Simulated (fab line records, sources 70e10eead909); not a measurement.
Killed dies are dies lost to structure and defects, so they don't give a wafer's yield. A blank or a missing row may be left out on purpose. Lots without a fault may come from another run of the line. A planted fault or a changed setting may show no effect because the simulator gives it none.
fab line records | flow nand_harc
record lots=6 wafers=18 last_day=32
route steps=1302 shown A_STAIRCASE@703 END@1302
lots that met no fault: from a run of the same line without faults
start_h: hours from the record's first day to the start of the lot's first wafer shown | wait_h: hours since the lot's step before | " the same as in the row above | L1.1+2: a row that stands for several wafers | - no value, or no start given | * or withheld: withheld | < > ~ a bound
route shown NAME@n: a module of which the file shows steps, and the number in the route of the first | usual: mean/standard deviation of fault-free wafers | same: alike in all rows | chamber/n: place in a boat | sites: the reading at each site | _std_site: their standard deviation | _edge_site: outer sites' mean less inner sites' | radius_mm: how far each site lies from the wafer's centre | mask NAME#n: copy n | behind: the tool/chamber that last shaped the wafer | hold: why the lot was held/for how many hours/how that ended | device: the transistor (n, p or np) that didn't switch | end of line: the same wafers' tests at the end of the route | a step without rows: its recipe alone | killed: dies lost to structure and defects at the first sort, not the wafer's yield | map: a wafer's dies, x killed, . not, _ none there
set.NAME: the setting as run; set.NAME@STEP: as run at that earlier step | model.NAME: the simulator's own value behind a step, which no gauge read
lots at some steps of the route; a table a step, a row a wafer
services: from which hour (start_h, from the record's first day; less than 0 if before it) a tool's chamber was out of use, for how many hours, and why
## steps
# step NHARC_A_STAIRCASE_TRIM_189
# recipe time_s=211.2 o2_flow_sccm=500 ar_flow_sccm=0 bias_w=0 chemistry=O2
# usual chamber_pressure_mTorr=59.99/0.052 drypump_motor_current_A=5.93/0.26 o2_flow_sccm=500.0/1.5 oes_product_au=0.997/0.01 rf_vpp_V=57.5/0.84 showerhead_plenum_p_Torr=3.44/0.15 throttle_valve_pct=17.037/0.0077
# columns lot.wafer tool chamber start_h wait_h chamber_pressure_mTorr drypump_motor_current_A o2_flow_sccm oes_product_au rf_hours_counter_h rf_vpp_V showerhead_plenum_p_Torr throttle_valve_pct
L975.1 rie_diel-06 0 - - 60.07 5.18 499.5 0.995 15 58.1 3.54 17.030
L975.6 " 0 " " 59.91 5.19 499.7 0.993 - 57.3 3.54 17.030
L975.5 " 2 " " 60.01 6.21 500.2 0.983 - 58.4 3.41 17.028
L984.3 rie_diel-06 2 - - 60.01 6.24 498.8 0.981 53 56.9 3.39 17.043
L984.4 " 1 " " 59.98 6.04 498.9 1.012 33 58.3 3.62 17.045
L984.6 " 3 " " 59.96 5.77 502.2 1.005 - 57.1 3.78 17.042
L987.1 rie_diel-04 1 - - 59.94 5.92 498.4 1.002 41 57.3 3.37 17.037
L987.4 " 2 " " 59.98 6.11 501.1 0.990 43 56.8 3.34 17.035
L987.3 " 3 " " 59.99 6.11 500.6 0.996 46 55.3 3.28 17.028
L990.3 rie_diel-02 3 - - 59.97 6.10 500.8 0.990 38 57.5 3.31 17.032
L990.5 " 3 " " 60.01 6.10 501.1 0.993 - 57.2 3.31 17.037
L990.6 " 0 " " 59.97 5.94 500.1 0.985 - 55.7 3.31 17.033
L991.2 rie_diel-06 1 - - 60.05 6.03 501.2 1.015 17 57.6 3.61 17.037
L991.1 " 3 " " 59.91 5.78 499.4 1.009 20 57.1 3.77 17.046
L991.6 " 1 " " 59.96 6.03 499.6 1.006 - 59.0 3.61 17.040
L994.1 rie_diel-04 0 - - 59.98 5.65 500.2 1.001 4 56.1 3.31 17.043
L994.2 " 3 " " 60.07 6.09 499.2 0.993 4 57.6 3.81 17.039
L994.5 " 1 " " 60.01 5.94 502.0 1.002 - 57.9 3.37 17.034
# step NHARC_A_STAIRCASE_ETCH_190
# recipe target_depth_a=1000 time_s=40.5 ion_energy_ev=400 c4f8_flow_sccm=20 o2_flow_sccm=10 ar_flow_sccm=withheld rf_w=600 bias_w=1000 chemistry=C4F8/O2
# usual bias_w=999.9/3 chamber_pressure_mTorr=25.003/0.023 oes_product_au=0.942/0.011 rf_vpp_V=893/5.9
# columns lot.wafer tool chamber start_h wait_h bias_w chamber_pressure_mTorr oes_product_au rf_hours_counter_h rf_vpp_V
L975.1 rie_diel-06 0 - - 1001.0 25.023 0.934 15 896
L975.6 " 3 " " 1002.8 24.991 0.948 - 906
L975.5 " 2 " " 998.0 24.977 0.921 - 891
L984.4 rie_diel-06 2 - - 999.3 25.009 0.916 53 891
L984.3 " 1 " " 998.8 25.001 0.948 33 901
L984.6 " 2 " " 1000.3 24.991 0.913 - 892
L987.1 rie_diel-04 0 - - 998.3 24.985 0.949 43 888
L987.3 " 1 " " 1001.0 25.030 0.940 41 891
L987.4 " 3 " " 1005.1 25.030 0.933 46 887
L990.3 rie_diel-02 0 - - 995.1 25.001 0.924 28 888
L990.5 " 1 " " 999.9 25.012 0.939 - 892
L990.6 " 2 " " 1002.5 24.990 0.956 - 895
L991.1 rie_diel-06 3 - - 998.3 25.010 0.941 20 905
L991.2 " 2 " " 999.4 25.019 0.939 21 890
L991.6 " 0 " " 997.6 24.967 0.930 - 896
L994.1 rie_diel-04 3 - - 997.6 25.016 0.955 4 907
L994.2 " 0 " " 998.8 24.999 0.939 4 889
L994.5 " 1 " " 1002.3 24.973 0.952 - 890
# step NHARC_A_STAIRCASE_TRIM_191
# recipe time_s=211.2 o2_flow_sccm=500 ar_flow_sccm=0 bias_w=0 chemistry=O2
# step NHARC_A_STAIRCASE_ETCH_192
# recipe target_depth_a=1000 time_s=40.5 ion_energy_ev=400 c4f8_flow_sccm=20 o2_flow_sccm=10 ar_flow_sccm=withheld rf_w=600 bias_w=1000 chemistry=C4F8/O2
# step NHARC_A_STAIRCASE_TRIM_193
# recipe time_s=211.2 o2_flow_sccm=500 ar_flow_sccm=0 bias_w=0 chemistry=O2
# step NHARC_A_STAIRCASE_ETCH_194
# recipe target_depth_a=1000 time_s=40.5 ion_energy_ev=400 c4f8_flow_sccm=20 o2_flow_sccm=10 ar_flow_sccm=withheld rf_w=600 bias_w=1000 chemistry=C4F8/O2
# step NHARC_A_STAIRCASE_TRIM_196
# recipe time_s=211.2 o2_flow_sccm=500 ar_flow_sccm=0 bias_w=0 chemistry=O2
# usual chamber_pressure_mTorr=60.00/0.058 drypump_motor_current_A=5.93/0.26 o2_flow_sccm=500.0/1.5 oes_product_au=0.999/0.011 rf_vpp_V=57.6/0.93 showerhead_plenum_p_Torr=3.44/0.16 throttle_valve_pct=17.036/0.0094
# columns lot.wafer tool chamber start_h wait_h chamber_pressure_mTorr drypump_motor_current_A o2_flow_sccm oes_product_au rf_hours_counter_h rf_vpp_V showerhead_plenum_p_Torr throttle_valve_pct
L975.1 rie_diel-06 3 372.63 0.1 59.93 5.77 500.0 1.011 15 58.7 3.80 17.022
L975.5 " 3 " " 59.89 5.78 502.7 1.004 - 59.0 3.80 17.027
L975.6 " 0 " " 60.00 5.20 498.1 0.989 - 58.4 3.54 17.029
L984.3 rie_diel-02 1 473.74 0.1 60.00 5.82 501.5 0.998 24 56.6 3.37 17.033
L984.4 " 0 " " 59.99 5.93 499.7 1.005 18 58.2 3.32 17.033
L984.6 " 2 " " 60.03 6.11 498.6 1.015 - 59.4 3.54 17.034
L987.3 rie_diel-06 3 505.26 0.1 60.00 5.78 498.4 1.003 1 58.3 3.78 17.044
L987.4 " 0 " " 59.92 5.13 500.8 0.994 1 56.9 3.52 17.055
L987.1 " 1 " " 60.04 6.02 497.9 1.017 1 57.0 3.62 17.048
L990.3 rie_diel-02 2 514.05 0.1 59.98 6.10 500.9 1.008 36 56.8 3.53 17.030
L990.6 " 3 " " 60.01 6.06 500.9 0.975 - 55.9 3.31 17.040
L990.5 " 0 " " 60.05 5.97 499.8 0.987 - 57.6 3.31 17.024
L991.2 rie_diel-04 1 545.58 0.1 59.94 5.95 498.7 1.013 0 57.9 3.37 17.040
L991.1 " 2 " " 59.92 6.16 501.0 0.990 0 58.3 3.34 17.041
L991.6 " 0 " " 60.01 5.69 500.9 1.003 - 57.9 3.31 17.041
L994.1 rie_diel-06 1 556.03 0.1 60.02 6.04 498.5 1.028 21 58.7 3.61 17.017
L994.2 " 2 " " 60.08 6.23 499.0 1.011 25 58.4 3.38 17.045
L994.5 " 3 " " 59.95 5.78 500.7 0.999 - 57.9 3.76 17.022
# step NHARC_A_STAIRCASE_ETCH_197
# recipe target_depth_a=1000 time_s=40.5 ion_energy_ev=400 c4f8_flow_sccm=20 o2_flow_sccm=10 ar_flow_sccm=withheld rf_w=600 bias_w=1000 chemistry=C4F8/O2
# step NHARC_A_STAIRCASE_TRIM_198
# recipe time_s=211.2 o2_flow_sccm=500 ar_flow_sccm=0 bias_w=0 chemistry=O2
# usual chamber_pressure_mTorr=60.00/0.056 drypump_motor_current_A=5.92/0.27 o2_flow_sccm=500.0/1.4 oes_product_au=1.000/0.0096 rf_vpp_V=57.7/0.93 showerhead_plenum_p_Torr=3.44/0.16 throttle_valve_pct=17.037/0.0091
# columns lot.wafer tool chamber start_h wait_h chamber_pressure_mTorr drypump_motor_current_A o2_flow_sccm oes_product_au rf_hours_counter_h rf_vpp_V showerhead_plenum_p_Torr throttle_valve_pct
L975.1 rie_diel-06 0 - - 59.91 5.17 500.5 0.990 16 57.6 3.54 17.026
L975.5 " 2 " " 59.93 6.23 500.2 0.987 - 58.3 3.41 17.036
L975.6 " 0 " " 60.05 5.18 500.5 1.002 - 58.5 3.54 17.055
L984.4 rie_diel-02 2 - - 60.05 6.10 503.0 1.010 24 57.9 3.54 17.044
L984.3 " 1 " " 60.01 5.80 499.1 1.003 24 57.1 3.37 17.020
L984.6 " 2 " " 59.96 6.13 501.0 0.995 - 57.4 3.54 17.031
L987.3 rie_diel-06 0 - - 59.99 5.21 500.3 0.996 1 57.4 3.52 17.042
L987.4 " 2 " " 60.04 6.24 499.5 0.997 1 56.8 3.39 17.038
L987.1 " 3 " " 60.02 5.76 499.6 1.016 1 58.9 3.78 17.043
L990.3 rie_diel-02 1 - - 59.93 5.84 500.2 1.006 34 57.1 3.36 17.037
L990.5 " 3 " " 60.05 6.09 499.5 1.002 - 57.7 3.31 17.033
L990.6 " 0 " " 59.93 5.94 501.3 0.998 - 56.9 3.31 17.037
L991.1 rie_diel-04 3 - - 59.93 6.14 498.2 0.995 0 59.4 3.81 17.032
L991.2 " 0 " " 60.02 5.67 500.4 1.006 0 57.9 3.31 17.058
L991.6 " 2 " " 60.05 6.13 502.9 0.989 - 57.9 3.34 17.033
L994.1 rie_diel-06 2 - - 60.03 6.22 500.4 1.000 25 58.3 3.38 17.032
L994.2 " 1 " " 60.14 6.02 499.5 1.020 21 59.2 3.61 17.042
L994.5 " 3 " " 60.02 5.77 501.1 1.005 - 57.5 3.76 17.025
# step NHARC_A_STAIRCASE_ETCH_199
# recipe target_depth_a=1000 time_s=40.5 ion_energy_ev=400 c4f8_flow_sccm=20 o2_flow_sccm=10 ar_flow_sccm=withheld rf_w=600 bias_w=1000 chemistry=C4F8/O2
# step NHARC_A_STAIRCASE_TRIM_200
# recipe time_s=211.2 o2_flow_sccm=500 ar_flow_sccm=0 bias_w=0 chemistry=O2
# step NHARC_A_STAIRCASE_ETCH_201
# recipe target_depth_a=1000 time_s=40.5 ion_energy_ev=400 c4f8_flow_sccm=20 o2_flow_sccm=10 ar_flow_sccm=withheld rf_w=600 bias_w=1000 chemistry=C4F8/O2
# usual bias_w=1000.1/2.9 chamber_pressure_mTorr=25.000/0.021 oes_product_au=0.945/0.014 rf_vpp_V=893/5.7
# columns lot.wafer tool chamber start_h wait_h bias_w chamber_pressure_mTorr oes_product_au rf_hours_counter_h rf_vpp_V
L975.1 rie_diel-06 3 373.38 - 1002.7 24.997 0.942 16 906
L975.5 " 3 " " 1000.4 24.998 0.947 - 906
L975.6 " 2 " " 995.5 25.015 0.930 - 891
L984.3 rie_diel-02 3 474.41 - - - - - -
L984.4 " 0 " " - - - - -
L984.6 " 1 " " - - - - -
L987.3 rie_diel-06 2 505.90 - - - - - -
L987.1 " 0 " " - - - - -
L987.4 " 1 " " - - - - -
L990.3 rie_diel-02 1 514.64 - 1001.5 24.968 0.960 34 890
L990.6 " 1 " " 1001.0 24.990 0.950 - 891
L990.5 " 2 " " 998.5 24.994 0.953 - 895
L991.1 rie_diel-04 0 546.19 - 998.8 25.002 0.960 0 889
L991.2 " 2 " " 997.3 25.011 0.938 1 890
L991.6 " 1 " " 999.6 24.996 0.980 - 890
L994.1 rie_diel-06 2 556.66 - 1001.0 24.946 0.950 25 891
L994.2 " 0 " " 999.9 24.981 0.935 16 895
L994.5 " 2 " " 999.4 24.982 0.944 - 891
# step NHARC_A_STAIRCASE_TRIM_202
# recipe time_s=211.2 o2_flow_sccm=500 ar_flow_sccm=0 bias_w=0 chemistry=O2
# usual chamber_pressure_mTorr=60.00/0.053 drypump_motor_current_A=5.93/0.27 o2_flow_sccm=500.0/1.7 oes_product_au=0.999/0.011 rf_vpp_V=57.5/0.94 showerhead_plenum_p_Torr=3.45/0.15 throttle_valve_pct=17.036/0.0089
# columns lot.wafer tool chamber start_h wait_h chamber_pressure_mTorr drypump_motor_current_A o2_flow_sccm oes_product_au rf_hours_counter_h rf_vpp_V showerhead_plenum_p_Torr throttle_valve_pct
L975.1 rie_diel-06 3 - - 60.00 5.81 500.8 1.007 16 58.6 3.80 17.030
L975.5 " 2 " " 60.00 6.21 503.1 0.976 - 57.9 3.41 17.029
L975.6 " 3 " " 60.04 5.80 499.6 1.001 - 58.5 3.80 17.025
L984.4 rie_diel-02 3 - - 60.00 6.11 502.9 0.997 25 56.8 3.32 17.027
L984.3 " 0 " " 60.02 5.96 499.8 0.997 18 57.5 3.32 17.036
L984.6 " 2 " " 60.08 6.13 498.6 1.013 - 58.1 3.54 17.029
L987.1 rie_diel-06 2 - - 59.92 6.24 500.6 0.989 1 57.8 3.39 17.032
L987.3 " 3 " " 60.02 5.76 499.5 1.006 1 57.5 3.78 17.031
L987.4 " 0 " " 59.96 5.18 503.1 0.993 1 58.2 3.52 17.036
L990.3 rie_diel-02 1 - - 60.01 5.80 500.5 0.997 34 57.6 3.36 17.021
L990.5 " 1 " " 59.95 5.81 500.1 0.985 - 56.0 3.36 17.032
L990.6 " 2 " " 60.05 6.13 498.5 1.008 - 58.3 3.53 17.032
L991.1 rie_diel-04 0 - - 59.97 5.68 500.4 1.014 0 56.8 3.31 17.035
L991.2 " 1 " " 59.96 6.00 496.6 1.010 1 56.4 3.37 17.038
L991.6 " 1 " " 60.03 5.97 497.9 1.008 - 58.2 3.37 17.038
L994.2 rie_diel-06 3 - - 59.92 5.78 500.4 1.002 24 59.0 3.76 17.033
L994.1 " 1 " " 60.00 6.03 500.6 1.024 21 57.5 3.61 17.037
L994.5 " 3 " " 60.05 5.78 500.4 1.008 - 58.7 3.76 17.038
# step NHARC_END_SORT_01
# recipe temp_c=25
# usual killed_at_array=58/20 killed_at_other=0.8/1 killed_at_periphery=4.6/2.8 killed_dies=63/19 killed_open=3.4/2 killed_short=2.4/1.8
# same gross_dies=677
# columns lot.wafer tool chamber start_h wait_h killed_at_array killed_at_other killed_at_periphery killed_dies killed_open killed_short
L975.1 prober-02 0 580.26 2.5 70 1 4 75 0 3
L975.5 prober-02 0 583.44 3.7 70 2 3 75 2 1
L975.6 prober-02 0 584.24 4.0 64 0 4 68 1 1
L984.3 prober-01 0 688.28 3.1 673 0 4 677 4 2
L984.4 prober-01 0 689.06 3.3 674 0 3 677 3 2
L984.6 prober-01 0 690.63 3.9 674 0 3 677 2 3
L987.1 prober-02 0 701.29 2.4 673 0 4 677 6 3
L987.3 prober-02 0 702.91 3.1 675 0 2 677 4 1
L987.4 prober-02 0 703.72 3.4 675 0 2 677 2 1
L990.3 prober-01 0 728.18 3.1 53 0 0 53 3 2
L990.5 prober-01 0 729.78 3.7 60 0 2 62 3 3
L990.6 prober-01 0 730.59 4.0 44 1 2 47 4 2
L994.1 prober-01 0 749.59 2.5 53 1 6 60 5 3
L994.2 prober-01 0 750.39 2.8 47 1 5 53 3 3
L994.5 prober-01 0 752.79 3.7 56 0 5 61 8 3
L991.1 prober-01 0 761.47 2.5 55 0 2 57 4 1
L991.2 prober-01 0 762.27 2.8 60 0 4 64 3 2
L991.6 prober-01 0 765.47 4.0 53 0 4 57 4 3
# killed by level:class
L975.1 A_CHANNEL_HOLE_D1:chamber_film_flake=33 A_CHANNEL_HOLE_D2:chamber_film_flake=24 A_SLIT:chamber_film_flake=5 A_STAIRCASE:chamber_film_flake=4 A_CHANNEL_FILL_D2:chamber_film_flake=2 P_M0:geometric_particle:short=1 A_ONON_D1:geometric_particle:short=1 STARTING-WAFER:geometric_particle:short=1
L975.5 A_CHANNEL_HOLE_D2:chamber_film_flake=31 A_CHANNEL_HOLE_D1:chamber_film_flake=18 A_STAIRCASE:chamber_film_flake=10 P_GATE:chamber_film_flake=2 A_DECK1_JOINT:chamber_film_flake=2 A_SLIT:chamber_film_flake=2 A_CONTACT:chamber_film_flake=2 THIN_TSV:chamber_film_flake=2
L975.6 A_CHANNEL_HOLE_D1:chamber_film_flake=28 A_CHANNEL_HOLE_D2:chamber_film_flake=25 A_STAIRCASE:chamber_film_flake=5 P_GATE:chamber_film_flake=4 A_SLIT:chamber_film_flake=2 A_WL_FILL:geometric_particle:short=1 A_WL_FILL:geometric_particle:open=1 A_SGD_CUT:chamber_film_flake=1
L984.3 A_STAIRCASE:area_etch=628 A_CHANNEL_HOLE_D1:chamber_film_flake=32 A_STAIRCASE:chamber_film_flake=3 P_M2:chamber_film_flake=2 A_CHANNEL_HOLE_D2:chamber_film_flake=2 P_GATE:geometric_particle:open=1 A_ONON_D1:geometric_particle:short=1 A_ONON_D2:geometric_particle:open=1
L984.4 A_STAIRCASE:area_etch=637 A_CHANNEL_HOLE_D1:chamber_film_flake=24 A_CONTACT:chamber_film_flake=3 P_M2:chamber_film_flake=2 A_ZERO_WELL:chamber_film_flake=2 A_SLIT:chamber_film_flake=2 P_M0:geometric_particle:open=1 A_CHANNEL_HOLE_D1:geometric_particle:short=1
L984.6 A_STAIRCASE:area_etch=640 A_CHANNEL_HOLE_D1:chamber_film_flake=21 A_CONTACT:chamber_film_flake=4 A_STAIRCASE:chamber_film_flake=3 P_CONTACT:geometric_particle:open=1 A_ONON_D1:geometric_particle:short=1 A_DECK1_JOINT:geometric_particle:short=1 A_SGD_CUT:geometric_particle:short=1
L987.1 A_STAIRCASE:area_etch=627 A_CHANNEL_HOLE_D1:chamber_film_flake=16 A_SLIT:chamber_film_flake=11 A_CHANNEL_HOLE_D2:chamber_film_flake=8 P_CONTACT:geometric_particle:open=2 A_CHANNEL_FILL_D2:geometric_particle:open=2 A_STAIRCASE:chamber_film_flake=2 A_CONTACT:chamber_film_flake=2
L987.3 A_STAIRCASE:area_etch=638 A_CHANNEL_HOLE_D1:chamber_film_flake=15 A_SLIT:chamber_film_flake=11 A_CHANNEL_HOLE_D2:chamber_film_flake=7 P_CONTACT:geometric_particle:open=1 P_M0:geometric_particle:open=1 A_DECK1_JOINT:geometric_particle:short=1 A_CONTACT:geometric_particle:open=1
L987.4 A_STAIRCASE:area_etch=586 A_CHANNEL_HOLE_D1:chamber_film_flake=39 A_SLIT:chamber_film_flake=25 A_CHANNEL_HOLE_D2:chamber_film_flake=20 P_CONTACT:geometric_particle:open=2 A_CONTACT:chamber_film_flake=2 A_M1:geometric_particle:short=1 A_STAIRCASE:chamber_film_flake=1
L990.3 A_SLIT:chamber_film_flake=29 A_CHANNEL_HOLE_D1:chamber_film_flake=9 A_CONTACT:chamber_film_flake=5 A_CHANNEL_FILL_D1:geometric_particle:open=2 A_SGD_CUT:chamber_film_flake=2 A_BLC:chamber_film_flake=2 A_DECK1_JOINT:geometric_particle:open=1 A_CHANNEL_FILL_D2:geometric_particle:short=1
L990.5 A_SLIT:chamber_film_flake=29 A_CHANNEL_HOLE_D1:chamber_film_flake=11 A_CONTACT:chamber_film_flake=9 A_SGD_CUT:chamber_film_flake=2 A_ONON_D1:geometric_particle:short=1 A_CHANNEL_FILL_D1:geometric_particle:open=1 A_CHANNEL_FILL_D1:geometric_particle:short=1 A_DECK1_JOINT:geometric_particle:short=1
L990.6 A_SLIT:chamber_film_flake=19 A_CONTACT:chamber_film_flake=8 A_CHANNEL_HOLE_D1:chamber_film_flake=4 A_BLC:chamber_film_flake=3 A_ONON_D2:geometric_particle:open=2 A_ONON_D1:geometric_particle:short=1 A_ONON_D2:geometric_particle:short=1 A_CONTACT:geometric_particle:open=1
L994.1 A_SLIT:chamber_film_flake=22 A_CHANNEL_HOLE_D1:chamber_film_flake=14 A_CONTACT:chamber_film_flake=5 P_GATE:chamber_film_flake=3 A_M1:chamber_film_flake=3 A_CHANNEL_FILL_D2:chamber_film_flake=2 P_GATE:geometric_particle:open=1 P_M0:geometric_particle:short=1
L994.2 A_SLIT:chamber_film_flake=30 A_CHANNEL_HOLE_D1:chamber_film_flake=6 P_GATE:chamber_film_flake=3 A_CONTACT:chamber_film_flake=3 A_CHANNEL_HOLE_D2:chamber_film_flake=2 P_M0:geometric_particle:open=1 A_ONON_D1:geometric_particle:open=1 A_CHANNEL_FILL_D1:geometric_particle:short=1
L994.5 A_SLIT:chamber_film_flake=26 A_CHANNEL_HOLE_D1:chamber_film_flake=12 A_CONTACT:chamber_film_flake=4 A_WL_FILL:geometric_particle:open=2 P_M0:chamber_film_flake=2 A_CHANNEL_FILL_D2:chamber_film_flake=2 P_CONTACT:geometric_particle:open=1 A_ONON_D1:geometric_particle:short=1
L991.1 A_SLIT:chamber_film_flake=23 A_CHANNEL_HOLE_D1:chamber_film_flake=11 A_STAIRCASE:chamber_film_flake=8 A_CONTACT:chamber_film_flake=6 A_WL_FILL:chamber_film_flake=3 P_M0:geometric_particle:open=1 A_SOURCE_PLATE:geometric_particle:open=1 A_CHANNEL_FILL_D1:geometric_particle:open=1
L991.2 A_SLIT:chamber_film_flake=36 A_CHANNEL_HOLE_D1:chamber_film_flake=10 A_CONTACT:chamber_film_flake=7 A_WL_FILL:chamber_film_flake=2 P_GATE:geometric_particle:open=1 A_ONON_D1:geometric_particle:open=1 A_ONON_D1:geometric_particle:short=1 A_CHANNEL_HOLE_D1:geometric_particle:short=1
L991.6 A_SLIT:chamber_film_flake=26 A_CHANNEL_HOLE_D1:chamber_film_flake=13 A_STAIRCASE:chamber_film_flake=5 P_M0:chamber_film_flake=2 A_WL_FILL:chamber_film_flake=2 P_M0:geometric_particle:short=1 A_ONON_D1:geometric_particle:short=1 A_CHANNEL_FILL_D1:geometric_particle:open=1
# map L984.3 (x killed, . not)
____________x____________
_________xxxxxxx_________
_______xxxxxxxxxxx_______
______xxxxxxxxxxxxx______
_____xxxxxxxxxxxxxxx_____
____xxxxxxxxxxxxxxxxx____
____xxxxxxxxxxxxxxxxx____
___xxxxxxxxxxxxxxxxxxx___
___xxxxxxxxxxxxxxxxxxx___
__xxxxxxxxxxxxxxxxxxxxx__
__xxxxxxxxxxxxxxxxxxxxx__
_xxxxxxxxxxxxxxxxxxxxxxx_
_xxxxxxxxxxxxxxxxxxxxxxx_
_xxxxxxxxxxxxxxxxxxxxxxx_
_xxxxxxxxxxxxxxxxxxxxxxx_
_xxxxxxxxxxxxxxxxxxxxxxx_
xxxxxxxxxxxxxxxxxxxxxxxxx
xxxxxxxxxxxxxxxxxxxxxxxxx
xxxxxxxxxxxxxxxxxxxxxxxxx
xxxxxxxxxxxxxxxxxxxxxxxxx
xxxxxxxxxxxxxxxxxxxxxxxxx
_xxxxxxxxxxxxxxxxxxxxxxx_
_xxxxxxxxxxxxxxxxxxxxxxx_
_xxxxxxxxxxxxxxxxxxxxxxx_
_xxxxxxxxxxxxxxxxxxxxxxx_
_xxxxxxxxxxxxxxxxxxxxxxx_
__xxxxxxxxxxxxxxxxxxxxx__
__xxxxxxxxxxxxxxxxxxxxx__
___xxxxxxxxxxxxxxxxxxx___
___xxxxxxxxxxxxxxxxxxx___
____xxxxxxxxxxxxxxxxx____
____xxxxxxxxxxxxxxxxx____
_____xxxxxxxxxxxxxxx_____
______xxxxxxxxxxxxx______
_______xxxxxxxxxxx_______
_________xxxxxxx_________
____________x____________
# map L987.1 (x killed, . not)
____________x____________
_________xxxxxxx_________
_______xxxxxxxxxxx_______
______xxxxxxxxxxxxx______
_____xxxxxxxxxxxxxxx_____
____xxxxxxxxxxxxxxxxx____
____xxxxxxxxxxxxxxxxx____
___xxxxxxxxxxxxxxxxxxx___
___xxxxxxxxxxxxxxxxxxx___
__xxxxxxxxxxxxxxxxxxxxx__
__xxxxxxxxxxxxxxxxxxxxx__
_xxxxxxxxxxxxxxxxxxxxxxx_
_xxxxxxxxxxxxxxxxxxxxxxx_
_xxxxxxxxxxxxxxxxxxxxxxx_
_xxxxxxxxxxxxxxxxxxxxxxx_
_xxxxxxxxxxxxxxxxxxxxxxx_
xxxxxxxxxxxxxxxxxxxxxxxxx
xxxxxxxxxxxxxxxxxxxxxxxxx
xxxxxxxxxxxxxxxxxxxxxxxxx
xxxxxxxxxxxxxxxxxxxxxxxxx
xxxxxxxxxxxxxxxxxxxxxxxxx
_xxxxxxxxxxxxxxxxxxxxxxx_
_xxxxxxxxxxxxxxxxxxxxxxx_
_xxxxxxxxxxxxxxxxxxxxxxx_
_xxxxxxxxxxxxxxxxxxxxxxx_
_xxxxxxxxxxxxxxxxxxxxxxx_
__xxxxxxxxxxxxxxxxxxxxx__
__xxxxxxxxxxxxxxxxxxxxx__
___xxxxxxxxxxxxxxxxxxx___
___xxxxxxxxxxxxxxxxxxx___
____xxxxxxxxxxxxxxxxx____
____xxxxxxxxxxxxxxxxx____
_____xxxxxxxxxxxxxxx_____
______xxxxxxxxxxxxx______
_______xxxxxxxxxxx_______
_________xxxxxxx_________
____________x____________
## services
# columns tool chamber start_h hours kind
rie_diel-04 - 355.18 9.0 pm
rie_diel-06 0 366.34 - clean
rie_diel-06 1 366.34 - clean
rie_diel-06 2 366.34 - clean
rie_diel-06 3 366.34 - clean
rie_diel-06 0 390.87 - clean
rie_diel-06 1 390.87 - clean
rie_diel-06 2 390.87 - clean
rie_diel-06 3 390.87 - clean
rie_diel-02 - 393.77 9.0 pm
rie_diel-06 0 415.40 - clean
rie_diel-06 1 415.40 - clean
rie_diel-06 2 415.40 - clean
rie_diel-06 3 415.40 - clean
rie_diel-06 0 439.90 - clean
rie_diel-06 1 439.90 - clean
rie_diel-06 2 439.90 - clean
rie_diel-06 3 439.90 - clean
rie_diel-06 - 485.34 9.0 pm
rie_diel-02 2 500.57 1.9 repair
rie_diel-04 2 506.47 6.2 repair
rie_diel-06 0 524.67 9.9 repair
rie_diel-04 - 532.18 9.0 pm
rie_diel-06 1 551.05 2.3 repair
## key
first_sign step=NHARC_A_STAIRCASE_ETCH_201 reading=tool_record direction=missing
effect step=NHARC_END_SORT_01 reading=killed_dies direction=up sigmas=32 usual=63 struck=677
more_kills_born_at NHARC_A_STAIRCASE_ETCH_201@rie_diel-02=1906 NHARC_A_STAIRCASE_ETCH_201@rie_diel-06=1851
met_at NHARC_A_STAIRCASE_ETCH_201
struck_wafers L984.3,L984.4,L984.6,L987.1,L987.3,L987.4
later_rows_left_out L984.3,L984.4,L984.6,L987.1,L987.3,L987.4
tester_left_out L984,L987
onset_between 373.38 474.41
fault kind=skipped_step_whole tool=rie_diel-02,rie_diel-06 chamber=- onset_h=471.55 steps=NHARC_A_STAIRCASE_ETCH_201 scope=struck_lots_only
# tester_left_out: of these lots the tester's yield and bins aren't shown, on N5 and GAA mostly nor the transistor test; their killed dies are dies lost to structure and defects alone, not to doping, threshold or leakage, so they don't give the yield
# later_rows_left_out: the simulator's readings of these wafers behind a module that went badly wrong aren't trusted and aren't shown, but for the sort
